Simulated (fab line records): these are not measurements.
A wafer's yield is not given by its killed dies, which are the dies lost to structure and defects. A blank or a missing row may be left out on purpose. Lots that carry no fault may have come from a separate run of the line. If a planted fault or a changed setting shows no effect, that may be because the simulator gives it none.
Chamber matching | flow n5 finfet | 3 sister chambers for N5_BEOL_M8_ILD_DEP_00 on pecvd-04
The step deposits SiCOH lowk from DEMS/porogen, target thk 179.75 nm, time 33.4 s. 6 wafers are shown with their chamber, then 7 later ones without.

WAFERS WITH THEIR CHAMBER
wafer  | chamber | throttle valve pct (%) | heater power w (W)
L078.3 | 1       | 14.3                   | 269
L079.2 | 0       | 14.3                   | 327
L079.4 | 2       | 13.0                   | 379
L079.5 | 2       | 12.9                   | 386
L083.2 | 0       | 14.4                   | 357
L083.5 | 1       | 14.5                   | 236

WAFERS WHOSE CHAMBER IS MISSING
wafer  | throttle valve pct (%) | heater power w (W)
L083.6 | 14.5                   | 359
L092.2 | 14.5                   | 403
L092.3 | 13.1                   | 348
L092.5 | 14.2                   | 304
L096.3 | 14.6                   | 293
L096.4 | 13.1                   | 323
L096.5 | 14.3                   | 293

THE CHAMBER EACH PASSED THROUGH
wafer  | from the rows above     | in truth
L083.6 | 0                       | 0
L092.2 | 0                       | 0
L092.3 | 2                       | 2
L092.5 | can't be placed: 0 or 1 | 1
L096.3 | can't be placed: 1 or 0 | 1
L096.4 | 2                       | 2
L096.5 | can't be placed: 1 or 0 | 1
Correct placement for 4 of the 7. From these rows, 3 cannot be placed; in 3 the true chamber is one of the candidates. 0 placed wrongly.
How it was worked out, from the rows above alone: a wafer's distance from a chamber is the root of the sum, over the readings, of the square of ((its reading less the chamber's mean) divided by the reading's scatter). If the next closest chamber is less than 2 further off than the closest, the wafer can't be placed; otherwise it belongs to the closest. Each chamber's mean is taken over the wafers shown for it. The scatter is the square root of a quotient: the sum, over the shown wafers, of each reading's squared deviation from its chamber's mean, divided by wafers minus chambers.
